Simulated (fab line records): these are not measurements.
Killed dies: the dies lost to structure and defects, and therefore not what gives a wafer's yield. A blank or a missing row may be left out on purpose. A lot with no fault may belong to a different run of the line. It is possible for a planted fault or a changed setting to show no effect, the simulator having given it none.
fab line records | flow n5Finfet
record lots=7 wafers=39
route steps=1938 shown WELL_APT@39 FIN_SAQP@120 DUMMY_GATE@228 SD_EPI_N@288 MOL_CONTACT_COAG@551
startH: hours from the record's opening day to when the first of the lot's shown wafers began | waitH: time in hours since the lot's previous step | " the same as in the row above | L1.1+2: a row that stands for several wafers | - no value, or no start was given | * or withheld: withheld | < > ~ a bound
route shown NAME@n: a module of which the file shows steps, and the number in the route of the first | usual: mean/standard deviation taken from wafers without a fault | same: alike in all rows | chamber/n: place in a boat | sites: the reading at each site | _std_site: standard deviation across them | _edge_site: outer sites' mean less inner sites' | radiusMm: for every site, how far away it sits from the centre of the wafer | mask NAME#n: copy n | behind: the tool/chamber that last shaped the wafer | hold: reason for holding the lot/hours on hold/outcome of the hold | device: the transistor (n, p or np) that didn't switch | end of line: tests of these same wafers at the route's end | a step with no rows: only its recipe | killed: dies that structure and defects cost at the first sort, which is not the same as the wafer's yield | map: per-die view of a wafer (x killed, . not killed, _ where there is no die)
set.NAME: the setting that was run; set.NAME@STEP: the one run at that earlier step | model.NAME: the simulator's own value behind a step, which no gauge read
lots run with intentionally changed settings; tables by step, rows by wafer
## steps
# step N5_WELL_APT_EXPOSE_22
# recipe maskId=PWELL na=0.8 sourceShape=conventional sigmaOuter=0.8 polarization=unpolarized defocusNm=0 targetCdNm=200 doseMj=23.2
# columns lot.wafer tool chamber startH waitH mask set.doseMj
L075.1+2+4 krfScanner-01 0 20.80 - PWELL#0 21.94
L075.3+5+6 " 0 " " PWELL#0 23.2
L083.1+4+5 krfScanner-02 0 68.95 - PWELL#0 24.61
L083.2+3+6 " 0 " " PWELL#0 23.2
L084.1+4+6 krfScanner-02 0 74.65 - PWELL#0 23.2
L084.2+3+5 " 0 " " PWELL#0 21.6
L085.1+3+4 krfScanner-01 0 80.89 - PWELL#0 23.2
L086.1+2+3+4+5+6 krfScanner-02 0 86.89 - PWELL#0 23.2
L088.1+2+3+4+5+6 krfScanner-02 0 99.12 - PWELL#0 23.2
L094.1+2+3+4+5+6 krfScanner-01 0 135.11 - PWELL#0 23.2
# step N5_WELL_APT_PEB_23
# recipe pebTempC=130 pebTimeS=90
# step N5_WELL_APT_DEVELOP_24
# recipe developTimeS=45 rinseLiquid=surfactantRinse dry=airSpin devTempC=21
# step N5_WELL_APT_HARDBAKE_29
# recipe tempC=130 timeS=120
# step N5_WELL_APT_CD_MEAS_25
# recipe targetCdNm=200 landingEnergyEv=500 detector=seInlens
# usual cdNm=200.5/2.3
# columns lot.wafer tool chamber startH waitH set.doseMj@WELL_APT_EXPOSE_22 cdNm
L075.1 cdSem-01 0 20.98 - 21.94 188.1
L075.2 " 0 " " 21.94 192.0
L075.3 " 0 " " 23.2 198.5
L075.4 " 0 " " 21.94 189.1
L075.5 " 0 " " 23.2 203.0
L075.6 " 0 " " 23.2 203.0
L083.1 cdSem-03 0 69.12 - 24.61 210.5
L083.2 " 0 " " 23.2 197.3
L083.3 " 0 " " 23.2 197.6
L083.4 " 0 " " 24.61 208.0
L083.5 " 0 " " 24.61 211.8
L083.6 " 0 " " 23.2 198.8
L084.1 cdSem-03 0 74.82 - 23.2 200.1
L084.2 " 0 " " 21.6 185.9
L084.3 " 0 " " 21.6 188.7
L084.4 " 0 " " 23.2 198.3
L084.5 " 0 " " 21.6 186.3
L084.6 " 0 " " 23.2 203.7
L085.1 cdSem-03 0 81.06 - 23.2 199.6
L085.3 " 0 " " 23.2 201.6
L085.4 " 0 " " 23.2 203.9
L086.1 cdSem-01 0 87.06 - 23.2 200.8
L086.2 " 0 " " 23.2 195.5
L086.3 " 0 " " 23.2 201.0
L086.4 " 0 " " 23.2 205.1
L086.5 " 0 " " 23.2 197.5
L086.6 " 0 " " 23.2 199.7
L088.1 cdSem-02 0 99.30 - 23.2 199.2
L088.2 " 0 " " 23.2 203.2
L088.3 " 0 " " 23.2 203.8
L088.4 " 0 " " 23.2 200.8
L088.5 " 0 " " 23.2 200.0
L088.6 " 0 " " 23.2 199.8
L094.1 cdSem-03 0 135.29 - 23.2 202.6
L094.2 " 0 " " 23.2 202.1
L094.3 " 0 " " 23.2 196.3
L094.4 " 0 " " 23.2 200.0
L094.5 " 0 " " 23.2 204.9
L094.6 " 0 " " 23.2 198.2
# step N5_WELL_APT_DESCUM_30
# recipe chemistry=O2 timeS=7.9 sourcePowerW=50 biasPowerW=20 pressureMtorr=20 rfFrequencyHz=2.712e+07 tempC=40 o2FlowSccm=225
# columns lot.wafer tool chamber startH waitH set.doseMj@WELL_APT_EXPOSE_22 model.WELL_APT.cdNm
L075.1 rieDiel-05 1 21.07 0.0 21.94 187.8
L075.2 " 3 " " 21.94 191.8
L075.3 " 0 " " 23.2 198.7
L075.4 " 2 " " 21.94 188.8
L075.5 " 1 " " 23.2 202.6
L075.6 " 0 " " 23.2 203.1
L083.1 rieDiel-04 3 70.33 0.1 24.61 210.2
L083.2+3 " 2,0 " " 23.2 197.8
L083.4 " 1 " " 24.61 208
L083.5 " 1 " " 24.61 212
L083.6 " 2 " " 23.2 198.6
L084.1 rieDiel-05 0 74.91 0.0 23.2 200.3
L084.2 " 1 " " 21.6 185.6
L084.3 " 2 " " 21.6 189
L084.4 " 3 " " 23.2 198.3
L084.5 " 3 " " 21.6 186.8
L084.6 " 0 " " 23.2 203.9
L085.1 rieDiel-05 1 81.16 0.0 23.2 199.3
L085.3 " 3 " " 23.2 201.6
L085.4 " 0 " " 23.2 204.2
L086.1 rieDiel-05 3 87.15 0.0 23.2 201.2
L086.2 " 2 " " 23.2 195.6
L086.3 " 0 " " 23.2 200.8
L086.4 " 1 " " 23.2 204.7
L086.5 " 1 " " 23.2 197.5
L086.6 " 2 " " 23.2 199.8
L088.1 rieDiel-05 2 99.38 0.0 23.2 198.9
L088.2 " 0 " " 23.2 203.3
L088.3 " 1 " " 23.2 203.5
L088.4 " 0 " " 23.2 200.5
L088.5 " 2 " " 23.2 200.1
L088.6 " 1 " " 23.2 199.8
L094.1 rieDiel-02 1 135.54 0.2 23.2 202.6
L094.2 " 3 " " 23.2 202
L094.3 " 0 " " 23.2 196.4
L094.4 " 2 " " 23.2 200.1
L094.5 " 2 " " 23.2 204.7
L094.6 " 1 " " 23.2 198.3
# step N5_FIN_SAQP_MANDREL_ETCH_22
# recipe targetDepthA=600 chemistry=HBr/Cl2 target=a-Si stopOn=SiNx btTimeS=10 overEtchFrac=0.5 timeS=30 pressureMtorr=10 icpW=800 biasW=75 HBr_flow_sccm=150 Cl2_flow_sccm=80 ends=endPoint
# columns lot.wafer tool chamber startH waitH set.targetDepthA model.SOC_of_FIN_SAQP_COAT_49.thkNm
L075.1 rieSi-05 2 29.66 0.0 563.8 77.47
L075.2 " 0 " " 563.8 77.03
L075.3 " 3 " " 600 75.72
L075.4 " 1 " " 600 75.81
L075.5 " 3 " " 563.8 77.64
L075.6 " 0 " " 600 75.39
L083.1 rieSi-03 0 77.09 0.0 600 76.58
L083.2 " 2 " " 600 76.25
L083.3 " 3 " " 572.6 77.36
L083.4 " 1 " " 600 75.72
L083.5 " 0 " " 572.6 77.38
L083.6 " 3 " " 572.6 77.25
L084.1 rieSi-05 0 81.68 0.0 600 76.03
L084.2 " 3 " " 600 76.57
L084.3 " 1 " " 600 76.36
L084.4 " 2 " " 573.5 77.59
L084.5 " 2 " " 573.5 77.81
L084.6 " 1 " " 573.5 77.47
L085.1 rieSi-05 3 91.23 0.0 600 76.97
L085.3 " 2 " " 600 76.83
L085.4 " 0 " " 600 75.88
L086.1 rieSi-03 1 97.64 0.0 600 75.66
L086.2 " 2 " " 600 76.09
L086.3 " 0 " " 600 76.55
L086.4 " 3 " " 600 76.14
L086.5 " 3 " " 600 76.01
L086.6 " 0 " " 600 76.56
L088.1 rieSi-03 1 106.50 0.0 600 75.5
L088.2 " 2 " " 600 75.96
L088.3 " 3 " " 549.6 77.79
L088.4 " 1 " " 549.6 77.8
L088.5 " 3 " " 600 75.87
L088.6 " 2 " " 549.6 77.32
L094.1 rieSi-03 2 142.25 0.0 600 75.52
L094.2 " 0 " " 600 76.57
L094.3 " 3 " " 600 75.92
L094.4 " 1 " " 600 75.66
L094.5 " 3 " " 600 76.36
L094.6 " 0 " " 600 76.43
# step N5_DUMMY_GATE_EXPOSE_12
# recipe maskId=GATE na=0.33 sourceShape=annular sigmaInner=0.2 sigmaOuter=0.6 polarization=unpolarized targetCdNm=25 doseMj=34
# columns lot.wafer tool chamber startH waitH mask set.doseMj
L075.1+2+3 euvScanner-02 0 53.16 - GATE#0 33.16
L075.4+5+6 " 0 " " GATE#0 34
L083.1+2+5 euvScanner-02 0 105.00 - GATE#0 32.53
L083.3+4+6 " 0 " " GATE#0 34
L084.1+3+5 euvScanner-02 0 108.02 - GATE#0 36.5
L084.2+4+6 " 0 " " GATE#0 34
L085.1+3+4 euvScanner-02 0 120.42 - GATE#0 34
L086.1+2+5 euvScanner-01 0 124.45 - GATE#0 32.67
L086.3+4+6 " 0 " " GATE#0 34
L088.1+5+6 euvScanner-02 0 131.30 - GATE#0 34
L088.2+3+4 " 0 " " GATE#0 32.51
L094.1+5+6 euvScanner-02 0 168.42 - GATE#0 34
L094.2+3+4 " 0 " " GATE#0 31.33
# step N5_DUMMY_GATE_PEB_13
# recipe pebTempC=100 pebTimeS=60 resist=CAR-EUV
# step N5_DUMMY_GATE_DEVELOP_14
# recipe developTimeS=30 developer=TMAH resist=CAR-EUV rinseLiquid=surfactantRinse dry=airSpin devTempC=23
# step N5_DUMMY_GATE_CD_MEAS_15
# recipe targetCdNm=25.8 landingEnergyEv=500 detector=seInlens
# usual cdNm=24.95/0.28
# columns lot.wafer tool chamber startH waitH set.doseMj@DUMMY_GATE_EXPOSE_12 cdNm
L075.1 cdSem-02 0 53.28 - 33.16 25.08
L075.2 " 0 " " 33.16 25.18
L075.3 " 0 " " 33.16 25.51
L075.4 " 0 " " 34 25.17
L075.5 " 0 " " 34 24.86
L075.6 " 0 " " 34 24.91
L083.1 cdSem-03 0 105.13 - 32.53 25.96
L083.2 " 0 " " 32.53 26.11
L083.3 " 0 " " 34 25.13
L083.4 " 0 " " 34 25.15
L083.5 " 0 " " 32.53 25.69
L083.6 " 0 " " 34 25.00
L084.1 cdSem-02 0 108.15 - 36.5 23.69
L084.2 " 0 " " 34 25.17
L084.3 " 0 " " 36.5 23.40
L084.4 " 0 " " 34 25.42
L084.5 " 0 " " 36.5 24.08
L084.6 " 0 " " 34 25.05
L085.1 cdSem-01 0 120.55 - 34 25.02
L085.3 " 0 " " 34 24.81
L085.4 " 0 " " 34 24.99
L086.1 cdSem-01 0 124.58 - 32.67 25.94
L086.2 " 0 " " 32.67 26.00
L086.3 " 0 " " 34 24.88
L086.4 " 0 " " 34 25.00
L086.5 " 0 " " 32.67 26.04
L086.6 " 0 " " 34 24.77
L088.1 cdSem-02 0 131.43 - 34 25.03
L088.2 " 0 " " 32.51 25.73
L088.3 " 0 " " 32.51 25.55
L088.4 " 0 " " 32.51 26.37
L088.5 " 0 " " 34 24.71
L088.6 " 0 " " 34 25.54
L094.1 cdSem-03 0 168.55 - 34 25.06
L094.2 " 0 " " 31.33 26.25
L094.3 " 0 " " 31.33 26.63
L094.4 " 0 " " 31.33 26.88
L094.5 " 0 " " 34 24.64
L094.6 " 0 " " 34 24.43
# step N5_SD_EPI_N_EPI_21
# recipe material=Si:P dopant=P tempC=680 pressureTorr=255 timeS=690
# columns lot.wafer tool chamber startH waitH set.pressureTorr model.Si-P_of_SD_EPI_N_EPI_21.thkNm
L075.1 epiRpcvd-02 0 57.50 0.1 255 59.4
L075.2+3 " 0 " " 255 60
L075.4+6 " 0 " " 255 60.4
L075.5 " 0 " " 255 59.6
L083.1+3 epiRpcvd-01 0 109.43 0.1 255 59.6
L083.2 " 0 " " 255 59.8
L083.4 " 0 " " 255 60.4
L083.5 " 0 " " 255 60
L083.6 " 0 " " 255 60.2
L084.1+2 epiRpcvd-02 0 112.81 0.1 300.1 62
L084.3 " 0 " " 300.1 60.8
L084.4 " 0 " " 300.1 61
L084.5 " 0 " " 300.1 61.8
L084.6 " 0 " " 300.1 61.4
L085.1 epiRpcvd-01 0 125.05 0.2 255 59.2
L085.3+4 " 0 " " 255 59
L086.1 epiRpcvd-01 0 129.23 0.2 241.6 58.8
L086.2 " 0 " " 241.6 57.2
L086.3+4 " 0 " " 241.6 58.2
L086.5 " 0 " " 241.6 58
L086.6 " 0 " " 241.6 58.6
L088.1+5 epiRpcvd-03 0 135.72 0.2 214.8 54.8
L088.2+6 " 0 " " 214.8 55.4
L088.3 " 0 " " 214.8 54.4
L088.4 " 0 " " 214.8 55.2
L094.1+5 epiRpcvd-01 0 172.71 0.1 268.5 61.4
L094.2+4 " 0 " " 268.5 60.8
L094.3 " 0 " " 268.5 61.2
L094.6 " 0 " " 268.5 61.8
# step N5_MOL_CONTACT_COAG_SPUTTER_130
# recipe material=Co targetThkA=475 tempC=25 chamberPressurePa=0.5 powerW=3000
# columns lot.wafer tool chamber startH waitH set.powerW model.Co_of_MOL_CONTACT_COAG_SPUTTER_130.thkNm
L075.1+6 pvdSputter-03 - 104.68 0.0 3000 45.8
L075.2+5 " - " " 3000 46
L075.3 " - " " 3000 46.6
L075.4 " - " " 3000 46.4
L083.1+2 pvdSputter-01 - 152.69 0.0 2532 40
L083.3 " - " " 2532 40.4
L083.4 " - " " 3000 48
L083.5 " - " " 3000 47.4
L083.6 " - " " 3000 48.6
L084.1+4 pvdSputter-01 - 152.95 0.0 3000 48.6
L084.2+3 " - " " 3000 48.2
L084.5 " - " " 3000 48.4
L084.6 " - " " 3000 49
L085.1 pvdSputter-03 - 168.25 0.0 3000 46.6
L085.3+4 " - " " 3000 45.8
L086.1+4 pvdSputter-01 - 171.25 0.0 3000 47.2
L086.2+6 " - " " 3000 48
L086.3+5 " - " " 3000 47.4
L088.1 pvdSputter-02 - 179.15 0.0 3000 47.2
L088.2+3 " - " " 3385 54.6
L088.4 " - " " 3000 46.4
L088.5 " - " " 3000 48.6
L088.6 " - " " 3385 52.8
L094.1 pvdSputter-03 - 215.40 0.0 3336 51.4
L094.2 " - " " 3000 47.6
L094.3 " - " " 3336 52.4
L094.4 " - " " 3336 52.2
L094.5 " - " " 3000 46.4
L094.6 " - " " 3000 47.4
## key
split step=N5_WELL_APT_EXPOSE_22 setting=doseMj stated=23.2 by=wafer
response step=N5_WELL_APT_CD_MEAS_25 reading=cdNm change=+2.04 per=1% r=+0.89
response step=N5_WELL_APT_DESCUM_30 reading=model.WELL_APT.cdNm change=+2.04 per=1% r=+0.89
split step=N5_FIN_SAQP_MANDREL_ETCH_22 setting=targetDepthA stated=600 by=wafer
response step=N5_FIN_SAQP_MANDREL_ETCH_22 reading=model.SOC_of_FIN_SAQP_COAT_49.thkNm change=-0.252 per=1% r=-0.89
split step=N5_DUMMY_GATE_EXPOSE_12 setting=doseMj stated=34 by=wafer
response step=N5_DUMMY_GATE_CD_MEAS_15 reading=cdNm change=-0.216 per=1% r=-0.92
split step=N5_SD_EPI_N_EPI_21 setting=pressureTorr stated=255 by=lot
response step=N5_SD_EPI_N_EPI_21 reading=model.Si-P_of_SD_EPI_N_EPI_21.thkNm change=+0.199 per=1% r=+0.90
split step=N5_MOL_CONTACT_COAG_SPUTTER_130 setting=powerW stated=3000 by=wafer
response step=N5_MOL_CONTACT_COAG_SPUTTER_130 reading=model.Co_of_MOL_CONTACT_COAG_SPUTTER_130.thkNm change=+0.491 per=1% r=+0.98
